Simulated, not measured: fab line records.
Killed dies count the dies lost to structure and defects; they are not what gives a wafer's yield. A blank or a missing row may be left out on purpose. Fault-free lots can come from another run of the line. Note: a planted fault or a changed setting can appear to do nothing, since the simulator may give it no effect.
The same fault as seen by 2 desks    flow n5-finfet    what lay behind the numbers comes last; until then each desk has only its own

== TOOL OWNER'S DESK, litho-track-04 ==
The tool's own readings at N5_BEOL_M4_COAT_22 (resist thk 30 nm): means of the sampled wafers that have a number, for each lot that ran on this tool. Marked OUT: a lot whose mean sits more than 4 standard deviations from the usual mean, which makes it out of limits; the brackets give that distance.
Columns: A = exhaust-pa at N5_BEOL_M4_COAT_22, usual 44.9 Pa; B = spin-speed-rpm at N5_BEOL_M4_COAT_22, usual 1500.0 rpm
lot   first seen here  A     B
L923  day 9 14:17      44.3  1499.8
L924  day 9 23:49      44.6  1500.1
L926  day 11 01:16     45.7  1605.7 (+99 or more) OUT
L927  day 11 12:06     45.6  1606.1 (+99 or more) OUT
L928  day 12 01:08     44.4  1607.2 (+99 or more) OUT
L938  day 14 12:59     44.4  1500.4
This desk's finding: out of limits on L926, L927, L928; first on L926, day 11 01:16 (spin-speed-rpm at N5_BEOL_M4_COAT_22). In limits: L923, L924, L938.

== FROM THE METROLOGY DESK ==
What the gauges read, lot by lot, whatever tool the lot ran on: means of the sampled wafers that have a number. Marked OUT: a lot whose mean sits more than 4 standard deviations from the usual mean, which makes it out of limits; the brackets give that distance. Readings shown: 7 of its 13, picked as those furthest out on some lot.
Columns: A = M4_ILD_THK at N5_BEOL_M4_THK_MEAS_01, usual 79.3 nm; B = DIBL_N at N5_BEOL_M4_RC_MEAS_101, usual 36.4 mV/V; C = IOFF_P at N5_BEOL_M4_RC_MEAS_101, usual 0.21 nA/um; D = ION_N at N5_BEOL_M4_RC_MEAS_101, usual 676 uA/um; E = ION_P at N5_BEOL_M4_RC_MEAS_101, usual 465 uA/um; F = VT_N at N5_BEOL_M4_RC_MEAS_101, usual 249.8 mV; G = VT_P at N5_BEOL_M4_RC_MEAS_101, usual -250 mV
lot   first seen here  A     B     C     D    E    F      G
L917  day 8 21:09      79.6  34.2  0.20  658  460  251.8  -249
L923  day 9 12:18      79.6  36.9  0.24  673  470  249.7  -248
L924  day 9 20:12      79.6  35.9  0.21  675  465  252.8  -248
L926  day 10 21:47     79.3  36.0  0.19  679  466  251.3  -252
L927  day 11 10:09     78.9  39.5  0.27  701  479  244.9  -245
L928  day 11 22:46     78.4  36.1  0.18  672  458  250.6  -252
L930  day 12 00:33     79.4  36.5  0.22  678  462  245.7  -251
L934  day 12 15:40     78.4  35.0  0.19  664  459  250.5  -249
L935  day 13 23:11     79.5  36.7  0.19  679  461  250.5  -254
L936  day 14 00:46     81.4  37.7  0.21  669  457  248.4  -249
L938  day 14 11:34     78.5  36.5  0.21  673  461  251.1  -249
Finding of this desk: none of the 11 lots has anything out of limits.

== PUT TOGETHER ==
The tool owner's desk could have raised an alarm at day 11 01:16, on L926, L927, L928.
At the metrology desk, nothing out of limits was observed.
The metrology desk holds a record of L926, L927, L928, inside its limits.
Every lot named ran N5_BEOL_M4_COAT_22 on litho-track-04.

== WHAT THE SIMULATOR PUT IN ==
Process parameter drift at N5_BEOL_M4_COAT_22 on litho-track-04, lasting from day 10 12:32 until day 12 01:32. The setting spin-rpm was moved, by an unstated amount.
Shown lots that were struck: L926, L927, L928.
How many hours passed from the start of the fault until each desk's first out-of-limits reading: the tool owner's desk, 13.
